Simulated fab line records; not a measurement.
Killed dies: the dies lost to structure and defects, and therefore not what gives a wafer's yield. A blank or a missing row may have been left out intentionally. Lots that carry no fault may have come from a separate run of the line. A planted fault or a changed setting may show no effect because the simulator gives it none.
Chamber matching	flow nand-harc	4 sister chambers for NHARC_A_SGD_CUT_ETCHBACK_24 on rie-diel-06
The step etches the open film in CH3F/O2, target depth 50 nm, time 92.857 s. 4 wafers are shown with their chamber, then 7 later ones without.

== WAFERS WITH THEIR CHAMBER ==
wafer	chamber	showerhead-plenum-p-Torr (Torr)
L080.5	0	2.60
L084.4	3	2.37
L085.4	1	2.48
L085.5	2	2.53

== WAFERS WITHOUT THEIR CHAMBER ==
wafer	showerhead-plenum-p-Torr (Torr)
L085.6	2.60
L086.1	2.47
L086.2	2.60
L086.3	2.53
L095.1	2.60
L095.2	2.47
L095.4	2.53

== CHAMBER TAKEN BY EACH ==
wafer	from the rows above	in truth
L085.6	0	0
L086.1	1	1
L086.2	0	0
L086.3	2	2
L095.1	0	0
L095.2	1	1
L095.4	2	2
Correctly placed: 7 of 7. Number that these rows cannot place: 0. Wrongly placed: 0.
How it was worked out, from the rows above alone: a wafer's distance from a chamber is the root of the sum, over the readings, of the square of ((its reading less the chamber's mean) divided by the reading's scatter). If the next closest chamber is less than 2 further off than the closest, the wafer can't be placed; otherwise it belongs to the closest. The mean given for a chamber averages the wafers shown for that chamber. The scatter: root of mean squared gap, hidden wafer to nearest shown wafer, with one shown wafer a chamber.
